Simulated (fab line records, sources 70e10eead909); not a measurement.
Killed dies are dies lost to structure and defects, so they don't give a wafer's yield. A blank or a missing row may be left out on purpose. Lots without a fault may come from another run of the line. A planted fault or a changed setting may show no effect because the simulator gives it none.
Chamber matching | flow nand_harc | NHARC_P_GATE_ETCH_104 on rie_diel-01: 4 sister chambers
The step etches the open film in CF4/CHF3, target depth 60 nm. 18 wafers are shown with their chamber, then 9 later ones without.

WAFERS WITH THEIR CHAMBER
wafer  | chamber | rf_vpp_V (V) | oes_product_au (a.u.) | throttle_valve_pct (%)
L074.2 | 2       | 367.6        | 0.928                 | 16.791
L074.3 | 3       | 373.1        | 0.920                 | 16.784
L074.5 | 1       | 368.7        | 0.936                 | 16.815
L076.1 | 2       | 367.7        | 0.926                 | 16.796
L076.2 | 0       | 373.7        | 0.919                 | 16.788
L076.6 | 3       | 374.5        | 0.917                 | 16.808
L079.1 | 2       | 368.5        | 0.983                 | 16.806
L079.3 | 0       | 370.8        | 0.956                 | 16.794
L079.6 | 0       | 372.4        | 0.961                 | 16.789
L080.2 | 2       | 368.2        | 0.944                 | 16.804
L080.3 | 0       | 371.5        | 0.921                 | 16.812
L080.5 | 2       | 368.1        | 0.938                 | 16.779
L082.2 | 2       | 367.2        | 0.957                 | 16.810
L082.3 | 3       | 372.2        | 0.975                 | 16.804
L082.4 | 1       | 367.5        | 0.959                 | 16.795
L087.3 | 1       | 368.1        | 0.960                 | 16.801
L087.4 | 1       | 366.5        | 0.965                 | 16.777
L087.6 | 2       | 368.3        | 0.954                 | 16.809

SIGNATURES (means of the wafers above)
reading            | chamber 0 | chamber 1 | chamber 2 | chamber 3 | scatter within a chamber
rf_vpp_V           | 372.100   | 367.700   | 367.943   | 373.267   | 0.898
oes_product_au     | 0.93925   | 0.95500   | 0.94714   | 0.93733   | 0.0215
throttle_valve_pct | 16.79575  | 16.79700  | 16.79929  | 16.79867  | 0.0126
Rule: a wafer's distance from a chamber is the root of the sum, over the readings, of the square of ((its reading less the chamber's mean) divided by the reading's scatter). The wafer belongs to the nearest chamber; if the next one is less than 2 further off, it can't be placed. The scatter: the root of (the sum of the squares of (reading less its chamber's mean) over the shown wafers, divided by (wafers less chambers)).

WAFERS WITHOUT THEIR CHAMBER
wafer  | rf_vpp_V (V) | oes_product_au (a.u.) | throttle_valve_pct (%)
L088.3 | 367.8        | 0.960                 | 16.804
L088.5 | 368.6        | 0.940                 | 16.802
L088.6 | 367.7        | 0.945                 | 16.812
L089.3 | 372.0        | 0.979                 | 16.799
L089.4 | 368.9        | 0.984                 | 16.803
L089.6 | 367.7        | 0.974                 | 16.816
L091.1 | 367.4        | 0.928                 | 16.791
L091.2 | 371.6        | 0.934                 | 16.810
L091.3 | 373.9        | 0.930                 | 16.811

WHICH CHAMBER EACH WENT THROUGH
wafer  | from the rows above     | in truth
L088.3 | can't be placed: 1 or 2 | 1
L088.5 | can't be placed: 2 or 1 | 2
L088.6 | can't be placed: 2 or 1 | 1
L089.3 | can't be placed: 0 or 3 | 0
L089.4 | can't be placed: 1 or 2 | 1
L089.6 | can't be placed: 1 or 2 | 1
L091.1 | can't be placed: 2 or 1 | 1
L091.2 | can't be placed: 0 or 3 | 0
L091.3 | can't be placed: 3 or 0 | 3
Placed correctly: 0 of 9. Can't be placed from these rows: 9 (the true chamber is among the candidates in 9). Placed wrongly: 0.
